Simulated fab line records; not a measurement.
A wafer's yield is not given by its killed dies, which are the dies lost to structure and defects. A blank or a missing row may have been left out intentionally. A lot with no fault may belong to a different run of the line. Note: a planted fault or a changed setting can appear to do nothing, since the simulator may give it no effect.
Chamber matching | flow nand-harc | cmp-02 running NHARC_P_BONDPAD_CMP_32: 4 sister chambers
The step polishes SiCN, target thk 200 nm. 4 wafers are shown with their chamber, then 12 later ones without.

WAFERS WITH THEIR CHAMBER
wafer  | chamber | motor-current-A (A)
L085.2 | 2       | 11.0
L085.6 | 0       | 13.0
L088.1 | 1       | 10.7
L088.6 | 3       | 13.0

WAFERS MISSING THEIR CHAMBER
wafer  | motor-current-A (A)
L090.1 | 11.3
L090.4 | 10.3
L090.5 | 11.4
L093.1 | 11.6
L093.3 | 10.2
L093.4 | 13.6
L096.1 | 10.8
L096.2 | 12.8
L096.6 | 10.1
L097.1 | 11.1
L097.2 | 10.0
L097.4 | 13.5

WHICH CHAMBER EACH ONE RAN IN
wafer  | from the rows above               | in truth
L090.1 | can't be placed: 2 or 1           | 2
L090.4 | can't be placed: 1 or 2           | 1
L090.5 | can't be placed: 2 or 1           | 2
L093.1 | can't be placed: 2 or 1 or 0 or 3 | 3
L093.3 | can't be placed: 1 or 2           | 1
L093.4 | can't be placed: 0 or 3           | 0
L096.1 | can't be placed: 1 or 2           | 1
L096.2 | can't be placed: 0 or 3           | 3
L096.6 | can't be placed: 1 or 2           | 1
L097.1 | can't be placed: 2 or 1           | 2
L097.2 | can't be placed: 1 or 2           | 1
L097.4 | can't be placed: 0 or 3           | 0
Correct placement for 0 of the 12. Can't be placed from these rows: 12 (the true chamber is among the candidates in 12). Wrongly placed: 0.
How it was worked out, from the rows above alone: a wafer's distance from a chamber is the root of the sum, over the readings, of the square of ((its reading less the chamber's mean) divided by the reading's scatter). If the next closest chamber is less than 2 further off than the closest, the wafer can't be placed; otherwise it belongs to the closest. A chamber's mean is the mean of its shown wafers. The scatter (one wafer shown for each chamber): square how far every hidden wafer sits from the nearest shown wafer, average those squares and take the square root.
